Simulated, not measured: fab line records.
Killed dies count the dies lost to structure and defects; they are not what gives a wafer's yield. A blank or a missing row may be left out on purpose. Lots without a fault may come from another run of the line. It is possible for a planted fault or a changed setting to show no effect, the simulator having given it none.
Which tool did it? -- flow n5 finfet -- 24 lots with 72 wafers sampled at 4 steps, on a route of 1938 steps

WHAT THE GAUGES SHOWED, per wafer
N5_BEOL_M7_RS_MEAS_57: measures by four-point-probe.
lot,measured,on,M7_RS (ohm/sq)
L076,day 9 06:26,film metro-02,0.274 0.291 0.296
L074,day 9 08:05,film metro-02,0.287 0.301 0.282
L075,day 9 23:05,film metro-02,0.294 0.284 0.282
L077,day 9 23:56,film metro-01,0.296 0.303 0.290
L078,day 10 04:56,film metro-01,0.273 0.278 0.277
L079,day 10 14:02,film metro-02,0.300 0.291 0.288
L081,day 11 00:16,film metro-02,0.293 0.297 0.296
L082,day 11 01:31,film metro-02,0.285 0.299 0.287
L083,day 11 08:23,film metro-02,0.290 0.305 0.304
L080,day 11 09:02,film metro-01,0.290 0.296 0.301
L084,day 11 15:59,film metro-01,0.294 0.302 0.290
L085,day 12 03:04,film metro-02,0.287 0.281 0.293
L086,day 12 16:50,film metro-02,0.283 0.289 0.280
L087,day 13 01:23,film metro-02,0.271 0.278 0.276
L088,day 13 04:02,film metro-02,0.287 0.279 0.279
L090,day 13 07:23,film metro-01,0.287 0.283 0.274
L091,day 13 12:19,film metro-01,0.286 0.272 0.287
L089,day 13 19:03,film metro-01,0.286 0.286 0.283
L092,day 14 00:51,film metro-02,0.277 0.276 0.290
L094,day 14 02:00,film metro-01,0.291 0.290 0.291
L093,day 14 04:41,film metro-02,0.276 0.295 0.277
L095,day 14 12:25,film metro-01,0.292 0.299 0.286
L096,day 15 00:33,film metro-02,0.281 0.280 0.283
L097,day 15 08:50,film metro-02,0.268 0.275 0.280

N5_BEOL_M8_OVL_MEAS_29.
lot,measured,on,V7_OVL (nm)
L076,day 9 09:18,overlay-02,-0.1 0.2 -1.1
L074,day 9 11:19,overlay-02,-0.2 0.0 0.5
L075,day 10 03:26,overlay-01,-0.8 -1.2 -0.2
L077,day 10 03:14,overlay-01,1.4 0.4 1.0
L078,day 10 09:45,overlay-02,-1.3 -0.9 -0.8
L079,day 10 17:44,overlay-01,0.9 0.6 1.5
L081,day 11 04:22,overlay-01,-0.5 -0.4 -1.3
L082,day 11 04:50,overlay-02,-0.3 -0.5 0.7
L083,day 11 12:08,overlay-01,0.1 0.6 -0.3
L080,day 11 14:16,overlay-02,-0.3 -0.6 -0.8
L084,day 11 20:36,overlay-02,0.0 0.5 0.1
L085,day 12 06:25,overlay-01,0.2 -1.0 -0.7
L086,day 12 19:50,overlay-01,0.5 0.1 1.6
L087,day 13 04:01,overlay-01,-0.4 -0.3 -1.4
L088,day 13 07:50,overlay-02,-0.3 -1.5 -0.4
L090,day 13 11:58,overlay-02,-0.6 0.0 1.2
L091,day 13 15:44,overlay-01,-0.2 0.3 -0.3
L089,day 13 22:05,overlay-01,-0.1 -0.8 0.2
L092,day 14 03:44,overlay-02,-0.1 0.1 -0.8
L094,day 14 05:11,overlay-02,1.1 -0.2 0.2
L093,day 14 08:01,overlay-01,0.1 0.3 0.7
L095,day 14 15:14,overlay-01,-0.5 -0.1 -0.1
L096,day 15 08:05,overlay-01,-0.9 -0.1 -0.9
L097,day 15 14:47,overlay-02,-2.3 -0.6 -0.4

WHAT TOOL EACH LOT RAN ON (gives the tool, then ch and the chambers of the sampled wafers, and finally the start)
lot,N5_BEOL_M7_DEGAS_44,N5_BEOL_M7_ANNEAL_51
L076,"pvd sputter-02, day 9 01:49","rtp anneal-02 ch 0, day 9 05:43"
L074,"pvd sputter-02, day 9 02:19","rtp anneal-02 ch 0, day 9 07:23"
L075,"pvd sputter-02, day 9 17:52","rtp anneal-02 ch 0, day 9 22:28"
L077,"pvd sputter-01, day 9 18:46","rtp anneal-02 ch 0, day 9 23:11"
L078,"pvd sputter-01, day 10 00:33","rtp anneal-02 ch 0, day 10 04:19"
L079,"pvd sputter-01, day 10 12:22","rtp anneal-02 ch 0, day 10 13:17"
L081,"pvd sputter-01, day 10 21:56","rtp anneal-02 ch 0, day 10 23:33"
L082,"pvd sputter-02, day 10 23:36","rtp anneal-02 ch 0, day 11 00:55"
L083,"pvd sputter-01, day 11 06:48","rtp anneal-01 ch 0, day 11 07:40"
L080,"pvd sputter-01, day 11 07:00","rtp anneal-01 ch 0, day 11 08:19"
L084,"pvd sputter-01, day 11 12:50","rtp anneal-01 ch 0, day 11 15:22"
L085,"pvd sputter-03, day 12 00:33","rtp anneal-02 ch 0, day 12 02:20"
L086,"pvd sputter-02, day 12 14:41","rtp anneal-01 ch 0, day 12 16:07"
L087,"pvd sputter-03, day 12 23:34","rtp anneal-01 ch 0, day 13 00:40"
L088,"pvd sputter-02, day 13 02:25","rtp anneal-02 ch 0, day 13 03:19"
L090,"pvd sputter-03, day 13 05:34","rtp anneal-01 ch 0, day 13 06:44"
L091,"pvd sputter-02, day 13 10:19","rtp anneal-02 ch 0, day 13 11:25"
L089,"pvd sputter-02, day 13 16:51","rtp anneal-02 ch 0, day 13 18:23"
L092,"pvd sputter-02, day 13 23:06","rtp anneal-02 ch 0, day 14 00:10"
L094,"pvd sputter-03, day 14 00:25","rtp anneal-02 ch 0, day 14 01:17"
L093,"pvd sputter-02, day 14 02:29","rtp anneal-01 ch 0, day 14 03:57"
L095,"pvd sputter-03, day 14 09:53","rtp anneal-01 ch 0, day 14 11:33"
L096,"pvd sputter-02, day 14 22:38","rtp anneal-02 ch 0, day 14 23:55"
L097,"pvd sputter-02, day 15 04:34","rtp anneal-02 ch 0, day 15 07:37"
- N5_BEOL_M7_DEGAS_44: time 60 s.
- N5_BEOL_M7_ANNEAL_51: time 90 s.

WHAT THE TOOLS THEMSELVES READ (means of the sampled wafers that have a number; where no wafer has one, the mark that the record gives instead)
N5_BEOL_M7_DEGAS_44.
lot,tool,heater power w (W)
L076,pvd sputter-02,327
L074,pvd sputter-02,336
L075,pvd sputter-02,330
L077,pvd sputter-01,325
L078,pvd sputter-01,340
L079,pvd sputter-01,341
L081,pvd sputter-01,339
L082,pvd sputter-02,335
L083,pvd sputter-01,325
L080,pvd sputter-01,334
L084,pvd sputter-01,341
L085,pvd sputter-03,320
L086,pvd sputter-02,315
L087,pvd sputter-03,355
L088,pvd sputter-02,326
L090,pvd sputter-03,347
L091,pvd sputter-02,336
L089,pvd sputter-02,319
L092,pvd sputter-02,327
L094,pvd sputter-03,350
L093,pvd sputter-02,317
L095,pvd sputter-03,321
L096,pvd sputter-02,332
L097,pvd sputter-02,317

N5_BEOL_M7_ANNEAL_51.
lot,tool,wafer_temp_C_max
L076,rtp anneal-02,225.83
L074,rtp anneal-02,225.72
L075,rtp anneal-02,225.47
L077,rtp anneal-02,225.84
L078,rtp anneal-02,225.71
L079,rtp anneal-02,225.57
L081,rtp anneal-02,225.61
L082,rtp anneal-02,225.79
L083,rtp anneal-01,225.64
L080,rtp anneal-01,225.57
L084,rtp anneal-01,225.71
L085,rtp anneal-02,225.97
L086,rtp anneal-01,225.78
L087,rtp anneal-01,225.74
L088,rtp anneal-02,225.62
L090,rtp anneal-01,225.82
L091,rtp anneal-02,225.71
L089,rtp anneal-02,225.72
L092,rtp anneal-02,225.75
L094,rtp anneal-02,225.68
L093,rtp anneal-01,225.74
L095,rtp anneal-01,225.98
L096,rtp anneal-02,225.74
L097,rtp anneal-02,225.88

THE ANSWER, worked out from the rows above alone
Rule: what is usual is taken from the lots themselves. The widest of any qualifying gaps counts: lots, ordered by their means at a reading, are off when they make up no more than a third of the lots, leave a main group of 4 or more, and stand apart from it by 3 or more times the standard deviation of that group's means. If all means in a main group match to the digits the tables above print for the reading, that group is not used. A lot without any number at a reading at which 4 lots or more have one is off too. Where the step has rows for the other lots, those lots are counted as sound. After the gauges, taken in route order, come the tools' own readings; for these a lot's mean is taken, as printed above. At the first step where some lot is off, the reading lying furthest off is the one used; lots without a number count as furthest.
No lot is off at any reading shown: from this, nothing can be told.

WHAT THE SIMULATOR HAD PUT IN
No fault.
